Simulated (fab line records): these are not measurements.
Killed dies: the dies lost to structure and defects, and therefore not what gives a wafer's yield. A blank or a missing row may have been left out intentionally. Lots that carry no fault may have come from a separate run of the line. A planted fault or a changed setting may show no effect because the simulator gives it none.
Split-lot experiment | flow n5_finfet | on a route of 1938 steps: 7 lots, 21 wafers read

## ON THE SPLIT
At N5_DUMMY_GATE_EXPOSE_12 (exposes mask GATE, target cd 25 nm), the setting dose_mj was moved away from the recipe's 34 on 9 of the 21 wafers read, by -7.2% to +4.5%. This setting was run at the recipe's value on the other wafers.

## FROM THE SPLIT TO THE READING: what the file shows between them, 13 steps
- N5_DUMMY_GATE_PEB_13: peb time 60 s
- N5_DUMMY_GATE_DEVELOP_14: develop time 30 s
- N5_DUMMY_GATE_CD_MEAS_15: target cd 25.8 nm
- N5_DUMMY_GATE_STRIP_38: strips in N2/H2
- N5_DUMMY_GATE_STRIP_39: strips in N2/H2
- N5_DUMMY_GATE_TRIM_49: chemistry O2, time 29 s, target cd 14 nm
- N5_DUMMY_GATE_STRIP_40: strips in CF4
- N5_DUMMY_GATE_CD_MEAS_50: target cd 14 nm
- N5_DUMMY_GATE_ETCH_31: etches SiO2 in C4F6/O2, target depth 82.5 nm, time 27.5 s
- N5_DUMMY_GATE_STRIP_41: strips in O2
- N5_DUMMY_GATE_ETCH_32: etches SiO2 in CF4, target depth 3.5 nm, time 3.9 s
- N5_DUMMY_GATE_ETCH_23: etches poly-Si in HBr/Cl2/O2, target depth 41 nm, time 22.3 s
- N5_DUMMY_GATE_ETCH_44: etches poly-Si in HBr/O2, stops on SiO2, target depth 127.5 nm

## THE READING
At N5_DUMMY_GATE_CD_MEAS_24: cd_nm in nanometres, against a target cd of 15 nm. A value of 15.1 nm with a standard deviation of 0.31 nm is what fault-free wafers of this fab line usually give.

wafer  | tool, chamber at the split | dose_mj as run | against the recipe | cd_nm, nm | against lot-mates on the recipe
L075.1 | euv_scanner-01, 0          | 31.55          | -7.2%              | 17.0      | +2.2
L075.3 | euv_scanner-01, 0          | 34             | recipe             | 15.0      | -
L075.6 | euv_scanner-01, 0          | 34             | recipe             | 14.7      | -
L081.2 | euv_scanner-02, 0          | 32.69          | -3.9%              | 15.6      | no lot-mate on the recipe
L081.5 | euv_scanner-02, 0          | 32.69          | -3.9%              | 16.0      | no lot-mate on the recipe
L081.6 | euv_scanner-02, 0          | 32.69          | -3.9%              | 15.7      | no lot-mate on the recipe
L083.1 | euv_scanner-01, 0          | 34.96          | +2.8%              | 14.3      | -0.8
L083.3 | euv_scanner-01, 0          | 34             | recipe             | 15.1      | -
L083.4 | euv_scanner-01, 0          | 34.96          | +2.8%              | 14.5      | -0.6
L086.2 | euv_scanner-02, 0          | 35.54          | +4.5%              | 14.3      | -0.8
L086.4 | euv_scanner-02, 0          | 34             | recipe             | 15.2      | -
L086.6 | euv_scanner-02, 0          | 34             | recipe             | 15.0      | -
L088.1 | euv_scanner-01, 0          | 34             | recipe             | 15.4      | -
L088.3 | euv_scanner-01, 0          | 34             | recipe             | 14.7      | -
L088.6 | euv_scanner-01, 0          | 32.31          | -5.0%              | 16.0      | +0.9
L093.1 | euv_scanner-01, 0          | 34             | recipe             | 14.5      | -
L093.2 | euv_scanner-01, 0          | 32.92          | -3.2%              | 15.3      | +0.7
L093.4 | euv_scanner-01, 0          | 34             | recipe             | 14.8      | -
L095.2 | euv_scanner-02, 0          | 34             | recipe             | 15.0      | -
L095.4 | euv_scanner-02, 0          | 34             | recipe             | 15.4      | -
L095.6 | euv_scanner-02, 0          | 34             | recipe             | 14.8      | -

THE FIT
A straight line over all 21 wafers: cd_nm changes by -0.215 nm for each +1% of dose_mj; r = -0.91; the points scatter about the line by 0.27 nm.
The same after taking each lot's own level away (the mean of its wafers on the recipe; 18 wafers): -0.242 nm for each +1%; r = -0.94; scatter 0.24 nm.
That fit puts the effect of the largest move of dose_mj on the reading at 1.7 nm.
The lots' own levels span 14.65 to 15.10 nm, that is 1.5 times the standard deviation above.
In other words, the slope is changed by the lot-to-lot level; the two fits disagree.
Check: for one of the wafers moved furthest among these (-7.2%), held out of the fit, the line's prediction against its lot-mates is +1.44 nm. It came out at +2.15 nm against them.

## THE WHOLE CHAIN: every reading that the file lists as answering this split, in the file's order
step                     | what it does                                                   | reading                                                           | change (the file's fit)               | r (the file's)
N5_DUMMY_GATE_CD_MEAS_15 | target cd 25.8 nm                                              | cd_nm                                                             | -0.191 nm for each +1% of the setting | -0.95
N5_DUMMY_GATE_TRIM_49    | chemistry O2, time 29 s, target cd 14 nm                       | DUMMY_GATE.cd_nm (the simulator's own value, which no gauge read) | -0.212 nm for each +1% of the setting | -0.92
N5_DUMMY_GATE_CD_MEAS_50 | target cd 14 nm                                                | cd_nm                                                             | -0.223 nm for each +1% of the setting | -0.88
N5_DUMMY_GATE_ETCH_44    | etches poly-Si in HBr/O2, stops on SiO2, target depth 127.5 nm | DUMMY_GATE.cd_nm (the simulator's own value, which no gauge read) | -0.225 nm for each +1% of the setting | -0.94
N5_DUMMY_GATE_CD_MEAS_24 | target cd 15 nm                                                | cd_nm                                                             | -0.239 nm for each +1% of the setting | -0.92

## FILE'S OWN FIT
cd_nm changes by -0.239 nm for each +1% of dose_mj, r = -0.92.
